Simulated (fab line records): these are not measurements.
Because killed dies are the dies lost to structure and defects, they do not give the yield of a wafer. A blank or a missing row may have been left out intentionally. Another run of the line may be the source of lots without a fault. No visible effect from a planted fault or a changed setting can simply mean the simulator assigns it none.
A lot that was struck, set against a sound lot ; flow n5-finfet ; 18 steps out of a route of 1938
Sound: these wafers, L235.1, L235.2, L235.5. Struck: wafer L241.1 (left out: L241.6, a lot-mate that was not struck); the cause follows at the end.
Order at every step that has rows: each side's tool, ch and its chambers, its first start. Under that, the readings that differ: sound wafers ; struck wafers ; difference of the means ; sigmas: that difference in standard deviations of wafers without a fault.
alike: readings whose means differ by less than 2 such deviations, and words and numbers that are the same on both sides. not compared: withheld readings, readings that some wafer has no value for, bounds like >300 that may hide the same value, and numbers for which the record gives no deviation and whose values overlap.
Wherever a step has rows on one side only, a row that says differs or no value, or a row with sigmas, the two part there. Numbers that have no deviation but don't overlap get no sigmas and don't part them. Lack of a reading on every wafer of one side parts them only where that side has two or more wafers.

first, 7 steps without rows for these wafers: N5_BEOL_M9_COAT_60 (time 60 s, resist thk 30 nm); N5_BEOL_M9_COAT_05 (resist thk 90 nm); N5_BEOL_M9_EBR_07; N5_BEOL_M9_SOFTBAKE_06 (time 60 s); N5_BEOL_M9_EXPOSE_08 (exposes mask M9); N5_BEOL_M9_PEB_09 (peb time 60 s); N5_BEOL_M9_DEVELOP_10 (develop time 30 s).
N5_BEOL_M9_CD_MEAS_11: the cd target is 64.1 nm.
  sound on cd-sem-02 ch 0, day 10 06:22; struck on cd-sem-01 ch 0, day 12 02:16
  alike: cd-nm
N5_BEOL_M9_OVL_MEAS_12:
  sound on overlay-01 ch 0, day 10 06:23; struck on overlay-01 ch 0, day 12 02:18
  alike: M9_OVL
N5_BEOL_M9_INSPECT_13: inspects for defects (brightfield).
  struck on defect-inspect-01, day 12 02:19; sound on defect-inspect-01, day 10 06:25
  alike: raw-defect-count
N5_BEOL_M9_DESCUM_16: chemistry O2, time 7.9 s.
  sound on rie-diel-05 ch 1,3, day 10 06:29; struck on rie-diel-01 ch 2, day 12 02:46
  alike: drypump-motor-current-A, oes-product-au, rf-vpp-V, showerhead-plenum-p-Torr, throttle-valve-pct
  not compared: rf-hours-counter-h
N5_BEOL_M9_ETCH_61: etches SiARC in CF4, target depth 39 nm, time 65 s.
  sound on rie-diel-05 ch 1,3, day 10 06:31; struck on rie-diel-01 ch 2, day 12 02:47
  alike: cf4-flow-sccm, drypump-motor-current-A, etch-rf-on-time-s, mfc-ar-sccm, oes-product-au, rf-vpp-V, showerhead-plenum-p-Torr, throttle-valve-pct
  not compared: rf-hours-counter-h
N5_BEOL_M9_ETCH_62: etches SOC in N2/H2, target depth 110 nm, overetch 22 nm, time 165 s.
  sound on rie-diel-05 ch 1,3, day 10 06:34; struck on rie-diel-01 ch 2, day 12 02:50
reading;sound;struck;difference;sigmas
model.SiARC_of_BEOL_M9_COAT_60.thk-nm (nm);23.6 23.6 23.6;21.4;-2.2;
model.BEOL_M9.cd-offset-nm (nm);-0.6 -0.2 -1;0.4;+1.0;
  alike: drypump-motor-current-A, oes-product-au, rf-vpp-V, showerhead-plenum-p-Torr, throttle-valve-pct
  not compared: rf-hours-counter-h
then, 1 step without rows for these wafers: N5_BEOL_M9_STRIP_68 (strips in N2/H2).
N5_BEOL_M9_STRIP_67: strips in CF4.
  sound on rie-diel-05 ch 1,3, day 10 06:43; struck on rie-diel-01 ch 2, day 12 02:59
  alike: cf4-flow-sccm, drypump-motor-current-A, oes-product-au, power-w, rf-vpp-V, showerhead-plenum-p-Torr, throttle-valve-pct
  not compared: rf-hours-counter-h
N5_BEOL_M9_HM_OPEN_17: chemistry Cl2/BCl3, target TiN, target depth 20 nm, overetch 6 nm.
  sound on rie-metal-03 ch 1, day 10 06:46; struck on rie-metal-02 ch 0, day 12 03:02
reading;sound;struck;difference;sigmas
drypump-motor-current-A (A);6.1 6.2 6.1;4.8;-1.3;-2
mfc-ar-sccm (sccm);24.97 24.95 24.93;25.10;+0.15;+2
model.BEOL_M9.cd-offset-nm (nm);-0.6 0 -1;0.6;+1.1;
  alike: oes-product-au, throttle-valve-pct
  not compared: rf-hours-counter-h
N5_BEOL_M9_STRIP_19: strips in O2.
  sound on rie-diel-02 ch 1,3, day 10 06:58; struck on rie-diel-01 ch 1, day 12 03:08
reading;sound;struck;difference;sigmas
oes-product-au (a.u.);0.74 0.73 0.74;0.96;+0.22;+2
  alike: drypump-motor-current-A, rf-vpp-V, showerhead-plenum-p-Torr, throttle-valve-pct
  not compared: rf-hours-counter-h
N5_PASSIVATION_PROBE_49:
  the record holds rows for the sound wafers here (prober-01, day 12 17:53) but none for the struck ones

## WHERE THEY PART
First at N5_BEOL_M9_HM_OPEN_17; last, within this record, at N5_PASSIVATION_PROBE_49.

WHY: whatever the simulator had introduced
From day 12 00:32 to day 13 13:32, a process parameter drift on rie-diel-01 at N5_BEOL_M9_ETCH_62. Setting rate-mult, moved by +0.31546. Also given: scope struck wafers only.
